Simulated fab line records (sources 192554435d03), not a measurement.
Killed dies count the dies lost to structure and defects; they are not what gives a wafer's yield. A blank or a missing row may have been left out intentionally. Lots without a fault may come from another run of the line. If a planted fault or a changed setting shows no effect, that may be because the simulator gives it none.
fab line records / flow n5_finfet
[record] lots = 4 wafers = 12 last_day = 16
route steps=1938 shown BEOL_M1@833 BEOL_M2@841 BEOL_M4@1111
lots untouched by any fault: they come from a run of this same line in which no faults occurred
start_h: hours from the record's opening day to when the first of the lot's shown wafers began / wait_h: hours from the lot's prior step to this one / " unchanged from the row above / L1.1+2: a single row standing in for several wafers / - no value, or no start was given / * or withheld: withheld / < > ~ a bound
route shown NAME@n: names a module that has steps shown in the file, with the first one's number in the route / usual: mean/standard deviation of fault-free wafers / same: alike in all rows / chamber/n: place in a boat / sites: the reading at each site / _std_site: standard deviation across them / _edge_site: inner sites' mean taken away from outer sites' mean / radius_mm: how far each site lies from the wafer's centre / mask NAME#n: copy n / behind: the tool/chamber that last shaped the wafer / hold: why the lot went on hold/how many hours it stayed there/how the hold came to an end / device: names the non-switching transistor (n, p or np) / end of line: tests of these same wafers at the route's end / step lacking rows: just its recipe / killed: dies that structure and defects cost at the first sort, which is not the same as the wafer's yield / map: dies across one wafer; x = killed, . = not, _ = none there
set.NAME: the setting as run; set.NAME@STEP: as run at that earlier step / model.NAME: the simulator's own value behind a step, which no gauge read
certain route steps with their lots: each step a table, each wafer a row
services: a tool's chamber out of use, with start hour (start_h, from the record's first day; less than 0 if before it), hours out, and reason
[[steps]]
[step N5_BEOL_M1_CMP_52]
[recipe] stop_on = SiOC t_overpolish_s = 6.8 down_force_psi = 1 platen_rpm = 50 clearing_platen_down_force_psi = 1.5 clearing_platen_rpm = 50 post_cmp_clean = cu_alkaline target_thk_nm = 40 clearing_platen_pad_velocity_m_s = 0.99484 pad_velocity_m_s = 0.99484
[step N5_BEOL_M1_PRE_CLEAN_60]
[recipe] gas = NH3/H2 time_s = 15 temp_c = * rf_power_w = 300
[step N5_BEOL_M1_CO_CAP_55]
[recipe] material = Co target_thk_a = 20 temp_c = 200 precursor = CCTBA/H2 pressure_torr = 30 time_s = 102.1
[step N5_BEOL_M1_PRE_CLEAN_56]
[recipe] gas = NH3 time_s = 15 temp_c = withheld rf_power_w = 300
[step N5_BEOL_M1_DEP_57]
[recipe] material = SiCN target_thk_a = 80 temp_c = withheld precursor = 3MS/NH3 pressure_torr = 3 rf_w = 202 time_s = 14
[step N5_BEOL_M2_ILD_DEP_00]
[recipe] material = SiOC target_thk_a = 790 temp_c = 350 precursor = DEMS/O2 pressure_torr = 5 rf_w = 500 time_s = 15.3
[step N5_BEOL_M2_PECVD_72]
[recipe] material = SiO2 target_thk_a = 160 temp_c = 400 precursor = TEOS/O2 pressure_torr = 5.5 rf_w = 450 teos_flow_sccm = 53.8 gas = O2 flow_sccm = 3000 time_s = 18
[step N5_BEOL_M2_HM_DEP_02]
[recipe] material = TiN target_thk_a = 200 temp_c = 25 chamber_pressure_pa = 0.49996
[step N5_BEOL_M2_COAT_61]
[recipe] resist = SOC temp_c = 250 time_s = 60 spin_rpm = 1500 resist_thk_nm = 60
[usual] dispense_pressure_kPa = 44.3/2.3 spin_speed_rpm = 1500.3/0.99
lot.wafer=L207.1 tool=litho_track-02 chamber=0 start_h=139.36 wait_h=0.1 dispense_pressure_kPa=42.2 spin_speed_rpm=1500.9 model.SOC_of_BEOL_M2_COAT_61.thk_nm=60.2
lot.wafer=L207.3 tool=litho_track-02 chamber=0 start_h=139.36 wait_h=0.1 dispense_pressure_kPa=42.1 spin_speed_rpm=1500.9 model.SOC_of_BEOL_M2_COAT_61.thk_nm=60.2
lot.wafer=L207.4 tool=litho_track-02 chamber=0 start_h=139.36 wait_h=0.1 dispense_pressure_kPa=42.2 spin_speed_rpm=1500.2 model.SOC_of_BEOL_M2_COAT_61.thk_nm=60.2
lot.wafer=L209.1 tool=litho_track-02 chamber=0 start_h=164.45 wait_h=0.1 dispense_pressure_kPa=42.2 spin_speed_rpm=1420.7 model.SOC_of_BEOL_M2_COAT_61.thk_nm=61.8
lot.wafer=L209.2 tool=litho_track-02 chamber=0 start_h=164.45 wait_h=0.1 dispense_pressure_kPa=42.2 spin_speed_rpm=1418.3 model.SOC_of_BEOL_M2_COAT_61.thk_nm=61.8
lot.wafer=L209.4 tool=litho_track-02 chamber=0 start_h=164.45 wait_h=0.1 dispense_pressure_kPa=42.1 spin_speed_rpm=1419.8 model.SOC_of_BEOL_M2_COAT_61.thk_nm=61.6
lot.wafer=L212.1 tool=litho_track-02 chamber=0 start_h=166.32 wait_h=0.1 dispense_pressure_kPa=42.1 spin_speed_rpm=1418.6 model.SOC_of_BEOL_M2_COAT_61.thk_nm=61.6
lot.wafer=L212.2 tool=litho_track-02 chamber=0 start_h=166.32 wait_h=0.1 dispense_pressure_kPa=42.1 spin_speed_rpm=1419.7 model.SOC_of_BEOL_M2_COAT_61.thk_nm=61.8
lot.wafer=L212.6 tool=litho_track-02 chamber=0 start_h=166.32 wait_h=0.1 dispense_pressure_kPa=42.1 spin_speed_rpm=1420.9 model.SOC_of_BEOL_M2_COAT_61.thk_nm=61.8
lot.wafer=L223.1 tool=litho_track-05 chamber=0 start_h=244.78 wait_h=0.1 dispense_pressure_kPa=49.6 spin_speed_rpm=1500.2 model.SOC_of_BEOL_M2_COAT_61.thk_nm=60
lot.wafer=L223.4 tool=litho_track-05 chamber=0 start_h=244.78 wait_h=0.1 dispense_pressure_kPa=49.5 spin_speed_rpm=1502.2 model.SOC_of_BEOL_M2_COAT_61.thk_nm=60.2
lot.wafer=L223.5 tool=litho_track-05 chamber=0 start_h=244.78 wait_h=0.1 dispense_pressure_kPa=49.5 spin_speed_rpm=1499.6 model.SOC_of_BEOL_M2_COAT_61.thk_nm=60.2
[step N5_BEOL_M2_COAT_62]
[recipe] resist = SiARC temp_c = 220 time_s = 60 spin_rpm = 1500 resist_thk_nm = 12
[step N5_BEOL_M2_COAT_73]
[recipe] resist = underlayer temp_c = 205 time_s = 60 spin_rpm = 1500 resist_thk_nm = 5
[step N5_BEOL_M2_COAT_05]
[recipe] resist = CAR-EUV spin_rpm = 1500 resist_thk_nm = 30
[step N5_BEOL_M2_EBR_07]
[recipe] solvent = PGMEA ebr_width_mm = 1.5
[step N5_BEOL_M2_SOFTBAKE_06]
[recipe] temp_c = 110 time_s = 60 resist = CAR-EUV
[step N5_BEOL_M2_EXPOSE_08]
[recipe] mask_id = M2 na = 0.33 source_shape = dipole sigma_inner = 0.369 sigma_outer = 0.767 polarization = unpolarized dose_mj = 41.25
[step N5_BEOL_M2_PEB_09]
[recipe] peb_temp_c = 100 peb_time_s = 60 resist = CAR-EUV
[step N5_BEOL_M2_DEVELOP_10]
[recipe] develop_time_s = 30 developer = TMAH resist = CAR-EUV rinse_liquid = surfactant_rinse dry = air_spin dev_temp_c = 23
[step N5_BEOL_M2_DESCUM_16]
[recipe] chemistry = O2 time_s = 7 source_power_w = 50 bias_power_w = 20 pressure_mtorr = 20 rf_frequency_hz = 2.712e+07 temp_c = 40 resist = CAR-EUV o2_flow_sccm = 225
[step N5_BEOL_M2_ETCH_74]
[recipe] chemistry = N2/H2 target = underlayer target_depth_a = 65 mask_material = CAR-EUV time_s = 5.2 ion_energy_ev = 200 pressure_mtorr = 30 source_w = 840 bias_w = 150 n2_flow_sccm = 200 h2_flow_sccm = 200 ends = cleared
[step N5_BEOL_M2_ETCH_63]
[recipe] chemistry = CF4 target = SiARC target_depth_a = 156 mask_material = CAR-EUV time_s = 26 ion_energy_ev = 80 pressure_mtorr = 40 source_w = 545 bias_w = 36 Ar_flow_sccm = 100 cf4_flow_sccm = 100 ends = cleared
[step N5_BEOL_M2_ETCH_64]
[recipe] chemistry = N2/H2 target = SOC target_depth_a = 750 overetch_a = 225 mask_material = SiARC temp_c = 40 time_s = 121.9 ion_energy_ev = 200 pressure_mtorr = 30 source_w = 840 bias_w = 150 n2_flow_sccm = 200 h2_flow_sccm = 200
[usual] drypump_motor_current_A = 5.8/0.47 oes_product_au = 0.60/0.064 rf_vpp_V = 524.2/2.4 showerhead_plenum_p_Torr = 2.56/0.087 throttle_valve_pct = 17.76/0.23
lot.wafer=L207.1 tool=rie_diel-03 chamber=1 start_h=140.10 wait_h=0.0 drypump_motor_current_A=5.3 oes_product_au=0.65 rf_hours_counter_h=56 rf_vpp_V=526.2 showerhead_plenum_p_Torr=2.59 throttle_valve_pct=17.50 model.etch.depth_nm=60.27
lot.wafer=L207.3 tool=rie_diel-03 chamber=3 start_h=140.10 wait_h=0.0 drypump_motor_current_A=5.7 oes_product_au=0.53 rf_hours_counter_h=244 rf_vpp_V=519.7 showerhead_plenum_p_Torr=2.39 throttle_valve_pct=18.00 model.etch.depth_nm=60.15
lot.wafer=L207.4 tool=rie_diel-03 chamber=2 start_h=140.10 wait_h=0.0 drypump_motor_current_A=5.4 oes_product_au=0.62 rf_hours_counter_h=84 rf_vpp_V=525.1 showerhead_plenum_p_Torr=2.55 throttle_valve_pct=17.48 model.etch.depth_nm=60.26
lot.wafer=L209.1 tool=rie_diel-04 chamber=1 start_h=165.09 wait_h=0.0 drypump_motor_current_A=6.3 oes_product_au=0.52 rf_hours_counter_h=248 rf_vpp_V=522.4 showerhead_plenum_p_Torr=2.50 throttle_valve_pct=17.72 model.etch.depth_nm=61.77
lot.wafer=L209.2 tool=rie_diel-04 chamber=0 start_h=165.09 wait_h=0.0 drypump_motor_current_A=6.7 oes_product_au=0.52 rf_hours_counter_h=250 rf_vpp_V=520.6 showerhead_plenum_p_Torr=2.41 throttle_valve_pct=18.23 model.etch.depth_nm=61.74
lot.wafer=L209.4 tool=rie_diel-04 chamber=2 start_h=165.09 wait_h=0.0 drypump_motor_current_A=5.6 oes_product_au=0.55 rf_hours_counter_h=222 rf_vpp_V=519.8 showerhead_plenum_p_Torr=2.41 throttle_valve_pct=17.98 model.etch.depth_nm=61.67
lot.wafer=L212.1 tool=rie_diel-04 chamber=3 start_h=166.91 wait_h=0.0 drypump_motor_current_A=6.4 oes_product_au=0.68 rf_hours_counter_h=31 rf_vpp_V=526.1 showerhead_plenum_p_Torr=2.59 throttle_valve_pct=17.75 model.etch.depth_nm=61.51
lot.wafer=L212.2 tool=rie_diel-04 chamber=2 start_h=166.91 wait_h=0.0 drypump_motor_current_A=5.6 oes_product_au=0.55 rf_hours_counter_h=223 rf_vpp_V=521.1 showerhead_plenum_p_Torr=2.41 throttle_valve_pct=17.97 model.etch.depth_nm=61.71
lot.wafer=L212.6 tool=rie_diel-04 chamber=2 start_h=166.91 wait_h=0.0 drypump_motor_current_A=5.6 oes_product_au=0.55 rf_hours_counter_h=- rf_vpp_V=522.6 showerhead_plenum_p_Torr=2.41 throttle_valve_pct=17.97 model.etch.depth_nm=61.79
lot.wafer=L223.1 tool=rie_diel-02 chamber=0 start_h=245.40 wait_h=0.0 drypump_motor_current_A=5.3 oes_product_au=0.53 rf_hours_counter_h=226 rf_vpp_V=520.9 showerhead_plenum_p_Torr=2.39 throttle_valve_pct=17.60 model.etch.depth_nm=60.05
lot.wafer=L223.4 tool=rie_diel-02 chamber=1 start_h=245.40 wait_h=0.0 drypump_motor_current_A=6.2 oes_product_au=0.53 rf_hours_counter_h=- rf_vpp_V=523.8 showerhead_plenum_p_Torr=2.62 throttle_valve_pct=17.91 model.etch.depth_nm=60.19
lot.wafer=L223.5 tool=rie_diel-02 chamber=0 start_h=245.40 wait_h=0.0 drypump_motor_current_A=5.3 oes_product_au=0.54 rf_hours_counter_h=- rf_vpp_V=520.4 showerhead_plenum_p_Torr=2.39 throttle_valve_pct=17.60 model.etch.depth_nm=60.16
[step N5_BEOL_M2_STRIP_65]
[recipe] chemistry = N2/H2 temp_c = 40 n2_flow_sccm = 200 h2_flow_sccm = 200 rf_frequency_hz = 6e+07
[step N5_BEOL_M2_STRIP_75]
[recipe] chemistry = N2/H2 temp_c = 40 n2_flow_sccm = 200 h2_flow_sccm = 200 rf_frequency_hz = 6e+07
[step N5_BEOL_M2_STRIP_66]
[recipe] chemistry = CF4 resist = SiARC power_w = 300 bias_power_w = 75 pressure_mtorr = 50 cf4_flow_sccm = 150 rf_frequency_hz = 6e+07
[step N5_BEOL_M2_HM_OPEN_17]
[recipe] chemistry = Cl2/BCl3 target_depth_a = 200 overetch_a = 60 target = TiN mask_material = SOC ion_energy_ev = 150 pressure_mtorr = 10 icp_w = 1000 bias_w = 126 Cl2_flow_sccm = 53.25 bcl3_flow_sccm = 21.75 Ar_flow_sccm = 25
[usual] drypump_motor_current_A = 5.9/0.44 oes_product_au = 0.63/0.099 throttle_valve_pct = 22.15/0.23
lot.wafer=L207.1 tool=rie_metal-02 chamber=0 start_h=140.28 wait_h=0.0 drypump_motor_current_A=6.4 oes_product_au=0.80 rf_hours_counter_h=4 throttle_valve_pct=22.20 model.SOC_of_BEOL_M2_COAT_61.thk_nm=52.6
lot.wafer=L207.3 tool=rie_metal-02 chamber=1 start_h=140.28 wait_h=0.0 drypump_motor_current_A=6.4 oes_product_au=0.55 rf_hours_counter_h=- throttle_valve_pct=21.91 model.SOC_of_BEOL_M2_COAT_61.thk_nm=52.4
lot.wafer=L207.4 tool=rie_metal-02 chamber=0 start_h=140.28 wait_h=0.0 drypump_motor_current_A=6.3 oes_product_au=0.80 rf_hours_counter_h=- throttle_valve_pct=22.19 model.SOC_of_BEOL_M2_COAT_61.thk_nm=52.6
lot.wafer=L209.1 tool=rie_metal-02 chamber=0 start_h=165.26 wait_h=0.0 drypump_motor_current_A=6.3 oes_product_au=0.79 rf_hours_counter_h=6 throttle_valve_pct=22.20 model.SOC_of_BEOL_M2_COAT_61.thk_nm=54
lot.wafer=L209.2 tool=rie_metal-02 chamber=1 start_h=165.26 wait_h=0.0 drypump_motor_current_A=6.4 oes_product_au=0.54 rf_hours_counter_h=106 throttle_valve_pct=21.91 model.SOC_of_BEOL_M2_COAT_61.thk_nm=54
lot.wafer=L209.4 tool=rie_metal-02 chamber=1 start_h=165.26 wait_h=0.0 drypump_motor_current_A=6.4 oes_product_au=0.55 rf_hours_counter_h=- throttle_valve_pct=21.91 model.SOC_of_BEOL_M2_COAT_61.thk_nm=54
lot.wafer=L212.1 tool=rie_metal-01 chamber=0 start_h=167.08 wait_h=0.0 drypump_motor_current_A=5.5 oes_product_au=0.52 rf_hours_counter_h=122 throttle_valve_pct=22.29 model.SOC_of_BEOL_M2_COAT_61.thk_nm=53.8
lot.wafer=L212.2 tool=rie_metal-01 chamber=1 start_h=167.08 wait_h=0.0 drypump_motor_current_A=5.4 oes_product_au=0.59 rf_hours_counter_h=74 throttle_valve_pct=22.00 model.SOC_of_BEOL_M2_COAT_61.thk_nm=53.8
lot.wafer=L212.6 tool=rie_metal-01 chamber=1 start_h=167.08 wait_h=0.0 drypump_motor_current_A=5.4 oes_product_au=0.59 rf_hours_counter_h=- throttle_valve_pct=22.00 model.SOC_of_BEOL_M2_COAT_61.thk_nm=53.8
lot.wafer=L223.1 tool=rie_metal-02 chamber=1 start_h=245.58 wait_h=0.0 drypump_motor_current_A=6.4 oes_product_au=0.54 rf_hours_counter_h=114 throttle_valve_pct=21.93 model.SOC_of_BEOL_M2_COAT_61.thk_nm=52.4
lot.wafer=L223.4 tool=rie_metal-02 chamber=0 start_h=245.58 wait_h=0.0 drypump_motor_current_A=6.3 oes_product_au=0.74 rf_hours_counter_h=- throttle_valve_pct=22.22 model.SOC_of_BEOL_M2_COAT_61.thk_nm=52.4
lot.wafer=L223.5 tool=rie_metal-02 chamber=0 start_h=245.58 wait_h=0.0 drypump_motor_current_A=6.4 oes_product_au=0.74 rf_hours_counter_h=- throttle_valve_pct=22.23 model.SOC_of_BEOL_M2_COAT_61.thk_nm=52.4
[step N5_BEOL_M2_STRIP_19]
[recipe] chemistry = O2 power_w = 400 temp_c = 40 pressure_mtorr = 30 rf_frequency_hz = 6e+07 bias_power_w = 0 overash_fraction = 0.2 o2_flow_sccm = 225
[step N5_BEOL_M4_RC_MEAS_101]
[usual] DIBL_N = 35.8/1.6 DIBL_P = 36.0/1.9 IOFF_N = 0.151/0.029 IOFF_P = 0.21/0.037 ION_N = 673/12 ION_P = 463/7.3 SS_N = 71.5/0.58 SS_P = 73.2/0.61 VT_N = 251/3.3 VT_P = -250/3.3
lot.wafer=L207.1 tool=prober-01 chamber=0 start_h=167.23 wait_h=0.0 DIBL_N[mV/V]=36.0 DIBL_P[mV/V]=34.6 IOFF_N[nA/um]=0.149 IOFF_P[nA/um]=0.19 ION_N[uA/um]=670 ION_P[uA/um]=462 SS_N[mV/dec]=71.2 SS_P[mV/dec]=72.9 VT_N[mV]=252 VT_P[mV]=-252
lot.wafer=L207.3 tool=prober-01 chamber=0 start_h=167.23 wait_h=0.0 DIBL_N[mV/V]=37.7 DIBL_P[mV/V]=37.0 IOFF_N[nA/um]=0.179 IOFF_P[nA/um]=0.24 ION_N[uA/um]=687 ION_P[uA/um]=472 SS_N[mV/dec]=71.2 SS_P[mV/dec]=73.5 VT_N[mV]=246 VT_P[mV]=-247
lot.wafer=L207.4 tool=prober-01 chamber=0 start_h=167.23 wait_h=0.0 DIBL_N[mV/V]=35.0 DIBL_P[mV/V]=33.2 IOFF_N[nA/um]=0.124 IOFF_P[nA/um]=0.18 ION_N[uA/um]=664 ION_P[uA/um]=458 SS_N[mV/dec]=71.3 SS_P[mV/dec]=72.8 VT_N[mV]=254 VT_P[mV]=-252
lot.wafer=L209.1 tool=prober-01 chamber=0 start_h=204.31 wait_h=0.0 DIBL_N[mV/V]=35.7 DIBL_P[mV/V]=34.6 IOFF_N[nA/um]=0.141 IOFF_P[nA/um]=0.21 ION_N[uA/um]=670 ION_P[uA/um]=464 SS_N[mV/dec]=71.9 SS_P[mV/dec]=72.7 VT_N[mV]=250 VT_P[mV]=-246
lot.wafer=L209.2 tool=prober-01 chamber=0 start_h=204.31 wait_h=0.0 DIBL_N[mV/V]=37.5 DIBL_P[mV/V]=36.9 IOFF_N[nA/um]=0.180 IOFF_P[nA/um]=0.24 ION_N[uA/um]=682 ION_P[uA/um]=471 SS_N[mV/dec]=71.4 SS_P[mV/dec]=73.7 VT_N[mV]=246 VT_P[mV]=-247
lot.wafer=L209.4 tool=prober-01 chamber=0 start_h=204.31 wait_h=0.0 DIBL_N[mV/V]=36.0 DIBL_P[mV/V]=35.3 IOFF_N[nA/um]=0.144 IOFF_P[nA/um]=0.22 ION_N[uA/um]=667 ION_P[uA/um]=463 SS_N[mV/dec]=71.4 SS_P[mV/dec]=72.8 VT_N[mV]=249 VT_P[mV]=-249
lot.wafer=L212.1 tool=prober-02 chamber=0 start_h=204.84 wait_h=0.0 DIBL_N[mV/V]=35.8 DIBL_P[mV/V]=35.9 IOFF_N[nA/um]=0.160 IOFF_P[nA/um]=0.26 ION_N[uA/um]=693 ION_P[uA/um]=478 SS_N[mV/dec]=71.7 SS_P[mV/dec]=73.2 VT_N[mV]=250 VT_P[mV]=-243
lot.wafer=L212.2 tool=prober-02 chamber=0 start_h=204.84 wait_h=0.0 DIBL_N[mV/V]=36.1 DIBL_P[mV/V]=35.9 IOFF_N[nA/um]=0.161 IOFF_P[nA/um]=0.25 ION_N[uA/um]=673 ION_P[uA/um]=470 SS_N[mV/dec]=71.5 SS_P[mV/dec]=73.3 VT_N[mV]=250 VT_P[mV]=-245
lot.wafer=L212.6 tool=prober-02 chamber=0 start_h=204.84 wait_h=0.0 DIBL_N[mV/V]=36.8 DIBL_P[mV/V]=37.5 IOFF_N[nA/um]=0.185 IOFF_P[nA/um]=0.28 ION_N[uA/um]=682 ION_P[uA/um]=469 SS_N[mV/dec]=71.8 SS_P[mV/dec]=73.3 VT_N[mV]=247 VT_P[mV]=-244
lot.wafer=L223.1 tool=prober-01 chamber=0 start_h=277.28 wait_h=0.0 DIBL_N[mV/V]=36.1 DIBL_P[mV/V]=36.7 IOFF_N[nA/um]=0.174 IOFF_P[nA/um]=0.22 ION_N[uA/um]=691 ION_P[uA/um]=473 SS_N[mV/dec]=71.8 SS_P[mV/dec]=73.6 VT_N[mV]=247 VT_P[mV]=-252
lot.wafer=L223.4 tool=prober-01 chamber=0 start_h=277.28 wait_h=0.0 DIBL_N[mV/V]=33.0 DIBL_P[mV/V]=32.3 IOFF_N[nA/um]=0.112 IOFF_P[nA/um]=0.16 ION_N[uA/um]=659 ION_P[uA/um]=455 SS_N[mV/dec]=70.5 SS_P[mV/dec]=72.4 VT_N[mV]=255 VT_P[mV]=-251
lot.wafer=L223.5 tool=prober-01 chamber=0 start_h=277.28 wait_h=0.0 DIBL_N[mV/V]=33.6 DIBL_P[mV/V]=33.6 IOFF_N[nA/um]=0.128 IOFF_P[nA/um]=0.17 ION_N[uA/um]=677 ION_P[uA/um]=463 SS_N[mV/dec]=71.3 SS_P[mV/dec]=73.2 VT_N[mV]=252 VT_P[mV]=-251
[[services]]
tool=rie_diel-02 chamber=- start_h=145.40 hours=4.3 kind=pm
tool=rie_diel-03 chamber=3 start_h=158.12 hours=- kind=clean
tool=rie_diel-03 chamber=3 start_h=158.12 hours=- kind=consumable_replace:focus_ring
tool=rie_diel-03 chamber=3 start_h=158.12 hours=- kind=consumable_replace:showerhead
tool=rie_diel-03 chamber=3 start_h=158.12 hours=16.4 kind=scheduled_down
tool=rie_diel-03 chamber=3 start_h=158.12 hours=16.4 kind=vent_cycle
tool=rie_diel-02 chamber=- start_h=163.03 hours=3.2 kind=repair
tool=rie_diel-04 chamber=0 start_h=165.28 hours=- kind=clean
tool=rie_diel-04 chamber=0 start_h=165.28 hours=- kind=consumable_replace:focus_ring
tool=rie_diel-04 chamber=0 start_h=165.28 hours=- kind=consumable_replace:showerhead
tool=rie_diel-04 chamber=0 start_h=165.28 hours=18.7 kind=scheduled_down
tool=rie_diel-04 chamber=0 start_h=165.28 hours=18.7 kind=vent_cycle
tool=rie_metal-01 chamber=- start_h=171.73 hours=28.1 kind=pm
tool=rie_diel-04 chamber=1 start_h=184.08 hours=- kind=clean
tool=rie_diel-04 chamber=1 start_h=184.08 hours=- kind=consumable_replace:focus_ring
tool=rie_diel-04 chamber=1 start_h=184.08 hours=16.1 kind=scheduled_down
tool=rie_diel-04 chamber=1 start_h=184.08 hours=16.1 kind=vent_cycle
tool=rie_diel-03 chamber=3 start_h=189.80 hours=9.6 kind=repair
tool=rie_diel-03 chamber=- start_h=219.02 hours=2.8 kind=pm
tool=rie_diel-04 chamber=2 start_h=235.93 hours=- kind=clean
tool=rie_diel-04 chamber=2 start_h=235.93 hours=- kind=consumable_replace:focus_ring
tool=rie_diel-04 chamber=2 start_h=235.93 hours=- kind=consumable_replace:showerhead
tool=rie_diel-04 chamber=2 start_h=235.93 hours=16.8 kind=scheduled_down
tool=rie_diel-04 chamber=2 start_h=235.93 hours=16.8 kind=vent_cycle
[[key]]
[first_sign] step = N5_BEOL_M2_COAT_61 reading = spin_speed_rpm direction = down sigmas = 81 usual = * struck = *
effect none on later readings
[model_effect] step = N5_BEOL_M2_COAT_61 value = SOC_of_BEOL_M2_COAT_61.thk_nm without = 60 struck = 61.73
[model_effect] step = N5_BEOL_M2_ETCH_64 value = etch.depth_nm without = 60.02 struck = 61.7
[model_effect] step = N5_BEOL_M2_HM_OPEN_17 value = SOC_of_BEOL_M2_COAT_61.thk_nm without = 52.2 struck = 53.9
met_at N5_BEOL_M2_COAT_61
struck_wafers L209.1,L209.2,L209.4,L212.1,L212.2,L212.6
onset_between 139.36 164.45
[fault] kind = process_parameter_drift tool = litho_track-02 chamber = - onset_h = 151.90 steps = N5_BEOL_M2_COAT_61 channel = spin_rpm offset = * shape = step end_h = 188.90 acts_in = * stated = *
